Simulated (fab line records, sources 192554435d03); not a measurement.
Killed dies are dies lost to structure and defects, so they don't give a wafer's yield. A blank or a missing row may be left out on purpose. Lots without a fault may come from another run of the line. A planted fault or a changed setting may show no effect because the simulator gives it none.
Which tool did it? | flow n5_finfet | 9 lots, 27 wafers sampled, at 6 steps of a route of 1938

WHAT THE GAUGES READ, wafer by wafer
N5_HKMG_FIN_CD_MEAS_12: target cd 92.8 nm. Usual: cd_nm 93.0 nm, standard deviation 0.6.
lot  | measured    | on        | cd_nm (nm)     | flag
L613 | day 4 09:11 | cd_sem-01 | 93.2 91.7 93.4 |
L614 | day 4 17:07 | cd_sem-01 | 94.0 93.8 93.6 |
L616 | day 5 06:05 | cd_sem-02 | 93.6 92.6 94.2 |
L623 | day 6 22:00 | cd_sem-02 | 93.7 94.0 93.7 |
L625 | day 7 11:51 | cd_sem-03 | 93.0 92.4 92.9 |
L628 | day 8 09:28 | cd_sem-02 | 91.6 92.7 92.2 |
L630 | day 8 20:44 | cd_sem-03 | 93.3 93.5 93.5 |
L633 | day 9 11:24 | cd_sem-01 | 92.9 92.8 93.4 |
L635 | day 9 22:12 | cd_sem-03 | 91.8 91.1 91.7 |

N5_HKMG_FIN_OVL_MEAS_13. Usual: NWFM_OVL -0.1 nm, standard deviation 0.78.
lot  | measured    | on         | NWFM_OVL (nm)  | flag
L613 | day 4 09:13 | overlay-01 | 0.0 0.6 0.4    |
L614 | day 4 17:08 | overlay-01 | 0.6 1.6 1.2    |
L616 | day 5 06:07 | overlay-02 | 0.1 -0.2 0.1   |
L623 | day 6 22:02 | overlay-02 | -0.8 -1.1 -0.6 |
L625 | day 7 11:53 | overlay-02 | 0.7 -0.3 0.1   |
L628 | day 8 09:29 | overlay-02 | 1.3 0.8 0.1    |
L630 | day 8 20:46 | overlay-02 | -0.7 -0.3 -0.7 |
L633 | day 9 11:26 | overlay-02 | -0.9 0.9 0.2   |
L635 | day 9 22:14 | overlay-01 | -1.2 -1.0 -0.1 |

N5_HKMG_FIN_INSPECT_14: inspects for defects (macro). Usual: raw_defect_count 2.0, standard deviation 1.3.
lot  | measured    | on                | raw_defect_count | flag
L613 | day 4 09:14 | defect_inspect-02 | 4 1 0            |
L614 | day 4 17:10 | defect_inspect-02 | 1 4 3            |
L616 | day 5 06:08 | defect_inspect-02 | 2 1 2            |
L623 | day 6 22:04 | defect_inspect-02 | >300 >300 >300   | OFF
L625 | day 7 11:55 | defect_inspect-02 | >300 >300 >300   | OFF
L628 | day 8 09:31 | defect_inspect-01 | 3 4 3            |
L630 | day 8 20:47 | defect_inspect-02 | 0 2 3            |
L633 | day 9 11:28 | defect_inspect-02 | 2 3 3            |
L635 | day 9 22:16 | defect_inspect-02 | 1 3 1            |

N5_BEOL_M4_RC_MEAS_101. Usual: DIBL_N 36.0 mV/V, standard deviation 1.7; DIBL_P 35.8 mV/V, standard deviation 2; IOFF_N 0.15 nA/um, standard deviation 0.03; IOFF_P 0.20 nA/um, standard deviation 0.037; ION_N 670 uA/um, standard deviation 12; ION_P 460 uA/um, standard deviation 7.2; SS_N 71.5 mV/dec, standard deviation 0.68; SS_P 73.2 mV/dec, standard deviation 0.65; VT_N 250 mV, standard deviation 3.1; VT_P -251 mV, standard deviation 3.4.
lot  | measured     | on        | DIBL_N (mV/V)  | DIBL_P (mV/V)  | IOFF_N (nA/um) | IOFF_P (nA/um) | ION_N (uA/um) | ION_P (uA/um) | SS_N (mV/dec)  | SS_P (mV/dec)  | VT_N (mV)   | VT_P (mV)      | flag
L613 | day 8 07:37  | prober-01 | 36.4 34.2 34.7 | 35.4 31.6 32.5 | 0.16 0.11 0.13 | 0.20 0.16 0.16 | 664 655 662   | 456 455 454   | 71.6 70.5 71.2 | 73.0 72.0 72.5 | 250 256 253 | -251 -256 -257 |
L614 | day 8 12:48  | prober-01 | 34.3 35.8 36.6 | 33.3 34.4 34.3 | 0.12 0.15 0.15 | 0.16 0.17 0.16 | 668 677 646   | 456 457 440   | 71.9 72.1 72.3 | 72.0 72.7 72.8 | 251 247 252 | -252 -253 -253 |
L616 | day 9 03:26  | prober-01 | 39.0 39.3 34.0 | 38.2 38.9 32.5 | 0.22 0.23 0.12 | 0.31 0.33 0.20 | 669 663 657   | 465 463 464   | 72.4 72.1 70.2 | 75.0 74.9 72.8 | 244 244 250 | -240 -241 -246 |
L623 | day 11 03:55 | prober-01 | 36.8 37.1 38.4 | 34.2 35.8 37.2 | 0.14 0.15 0.17 | 0.19 0.21 0.24 | 658 674 674   | 453 468 468   | 71.7 72.0 71.9 | 73.1 72.4 74.4 | 256 251 250 | -252 -251 -248 |
L625 | day 11 15:01 | prober-01 | 36.2 35.2 35.0 | 35.7 35.6 34.7 | 0.14 0.14 0.12 | 0.19 0.20 0.18 | 658 684 655   | 453 470 460   | 71.2 71.1 70.1 | 72.7 73.4 72.7 | 252 250 254 | -252 -250 -251 |
L628 | day 12 02:13 | prober-01 | 36.8 33.2 35.1 | 35.9 33.4 33.8 | 0.17 0.12 0.14 | 0.19 0.16 0.16 | 682 677 665   | 462 466 451   | 71.5 70.2 71.2 | 73.5 72.4 73.3 | 247 252 254 | -251 -254 -257 |
L630 | day 12 10:33 | prober-01 | 37.5 34.2 33.3 | 38.7 34.3 33.9 | 0.19 0.12 0.11 | 0.21 0.15 0.14 | 678 670 655   | 456 455 443   | 72.3 71.8 71.4 | 73.8 73.0 72.8 | 251 255 255 | -252 -259 -259 |
L633 | day 13 10:17 | prober-01 | 37.4 35.4 34.9 | 37.8 36.2 35.6 | 0.17 0.14 0.13 | 0.21 0.18 0.17 | 682 659 657   | 463 457 461   | 72.0 71.1 71.0 | 74.5 73.8 73.4 | 251 254 253 | -251 -253 -256 |
L635 | day 14 05:07 | prober-02 | 36.1 32.9 36.1 | 37.4 33.9 37.3 | 0.16 0.12 0.16 | 0.21 0.17 0.20 | 685 672 681   | 467 457 460   | 71.8 70.4 71.1 | 73.0 72.3 73.9 | 251 252 249 | -252 -252 -253 |

WHICH TOOL RAN EACH LOT (tool, then ch and the chambers of the sampled wafers, then the start)
lot  | N5_HKMG_FIN_ETCH_54               | N5_HKMG_FIN_ETCH_55
L613 | rie_diel-02 ch 1,2, day 4 06:00   | rie_diel-02 ch 1,2, day 4 06:04
L614 | rie_diel-04 ch 1,2, day 4 13:50   | rie_diel-04 ch 1,2, day 4 13:53
L616 | rie_diel-02 ch 1,3, day 5 02:50   | rie_diel-02 ch 1,3, day 5 02:53
L623 | rie_diel-02 ch 0,1,2, day 6 18:43 | rie_diel-02 ch 0,1,2, day 6 18:46
L625 | rie_diel-02 ch 0,2, day 7 08:23   | rie_diel-02 ch 0,2, day 7 08:26
L628 | rie_diel-04 ch 0,1,3, day 8 06:10 | rie_diel-04 ch 0,1,3, day 8 06:14
L630 | rie_diel-04 ch 1,2,3, day 8 17:22 | rie_diel-04 ch 1,2,3, day 8 17:25
L633 | rie_diel-04 ch 0,1,2, day 9 08:10 | rie_diel-04 ch 0,1,2, day 9 08:14
L635 | rie_diel-04 ch 0,2,3, day 9 18:43 | rie_diel-04 ch 0,2,3, day 9 18:46
- N5_HKMG_FIN_ETCH_54: etches SiARC in CF4, target depth 45.5 nm, time 75.8 s.
- N5_HKMG_FIN_ETCH_55: etches SOC in N2/H2, target depth 240 nm, time 300 s.

WHAT THE TOOLS THEMSELVES READ (means of the sampled wafers that have a number; where no wafer has one, the mark that the record gives instead)
N5_HKMG_FIN_ETCH_54. Usual: drypump_motor_current_A 5.8 A, standard deviation 0.35; etch_rf_on_time_s 75.5 s, standard deviation 1.5; oes_product_au 0.67 a.u., standard deviation 0.073; rf_vpp_V 184.1 V, standard deviation 1.2; showerhead_plenum_p_Torr 2.14 Torr, standard deviation 0.076; throttle_valve_pct 15.55 %, standard deviation 0.18.
lot  | tool        | drypump_motor_current_A (A) | etch_rf_on_time_s (s) | oes_product_au (a.u.) | rf_vpp_V (V) | showerhead_plenum_p_Torr (Torr) | throttle_valve_pct (%) | flag
L613 | rie_diel-02 | 5.7                         | 73.9                  | 0.63                  | 182.4        | 2.05                            | 15.62                  |
L614 | rie_diel-04 | 6.1                         | 76.1                  | 0.63                  | 185.2        | 2.16                            | 15.67                  |
L616 | rie_diel-02 | 6.1                         | 76.4                  | 0.61                  | 184.4        | 2.15                            | 15.47                  |
L623 | rie_diel-02 | 5.8                         | 73.8                  | 0.68                  | 183.5        | 2.09                            | 15.56                  |
L625 | rie_diel-02 | 5.9                         | 75.3                  | 0.72                  | 183.4        | 2.14                            | 15.48                  |
L628 | rie_diel-04 | 5.6                         | 75.6                  | 0.71                  | 184.7        | 2.20                            | 15.41                  |
L630 | rie_diel-04 | 5.8                         | 75.5                  | 0.65                  | 184.2        | 2.14                            | 15.60                  |
L633 | rie_diel-04 | 5.9                         | 75.7                  | 0.67                  | 185.4        | 2.20                            | 15.57                  |
L635 | rie_diel-04 | 5.8                         | 74.8                  | 0.69                  | 184.5        | 2.16                            | 15.52                  |

N5_HKMG_FIN_ETCH_55. Usual: drypump_motor_current_A 5.8 A, standard deviation 0.36; oes_product_au 0.78 a.u., standard deviation 0.088; rf_vpp_V 523.7 V, standard deviation 2.7; showerhead_plenum_p_Torr 2.54 Torr, standard deviation 0.088; throttle_valve_pct 17.78 %, standard deviation 0.19.
lot  | tool        | drypump_motor_current_A (A) | oes_product_au (a.u.) | rf_vpp_V (V) | showerhead_plenum_p_Torr (Torr) | throttle_valve_pct (%) | flag
L613 | rie_diel-02 | 5.7                         | 0.75                  | 520.6        | 2.43                            | 17.82                  |
L614 | rie_diel-04 | 6.1                         | 0.74                  | 524.2        | 2.56                            | 17.88                  |
L616 | rie_diel-02 | 6.1                         | 0.72                  | 524.0        | 2.57                            | 17.67                  |
L623 | rie_diel-02 | 5.8                         | 0.80                  | 522.6        | 2.48                            | 17.81                  |
L625 | rie_diel-02 | 5.9                         | 0.85                  | 523.7        | 2.54                            | 17.76                  |
L628 | rie_diel-04 | 5.6                         | 0.84                  | 524.6        | 2.60                            | 17.62                  |
L630 | rie_diel-04 | 5.9                         | 0.77                  | 524.0        | 2.54                            | 17.82                  |
L633 | rie_diel-04 | 5.8                         | 0.78                  | 525.3        | 2.61                            | 17.73                  |
L635 | rie_diel-04 | 5.8                         | 0.81                  | 525.0        | 2.55                            | 17.71                  |

THE ANSWER, worked out from the rows above alone
Rule: a lot is off if the mean of its wafers that have a number lies more than 3 standard deviations from the usual mean. A lot without any number at a reading at which 4 lots or more have one is off too. The other lots that the step has rows for count as sound. The gauges are gone through in route order, then the tools' own readings, and for those a lot's mean is taken as printed above. The first step at which some lot is off is used, and at that step the reading that is off furthest; a lot without a number counts as furthest.
Off: L623, L625, at N5_HKMG_FIN_INSPECT_14 (raw_defect_count). Without a number there: L623, L625.
A tool fits if, at a process step before that reading, it ran every lot that is off, and no sound lot after the first of them. The gauges at N5_HKMG_FIN_INSPECT_14 are tried like those tools. One fits: rie_diel-02 at N5_HKMG_FIN_ETCH_54 and N5_HKMG_FIN_ETCH_55. At N5_HKMG_FIN_ETCH_54 its last sound lot is L616 (day 5 02:50), its first lot that is off L623 (day 6 18:43): a fault that began between those two fits.

WHAT THE SIMULATOR HAD PUT IN
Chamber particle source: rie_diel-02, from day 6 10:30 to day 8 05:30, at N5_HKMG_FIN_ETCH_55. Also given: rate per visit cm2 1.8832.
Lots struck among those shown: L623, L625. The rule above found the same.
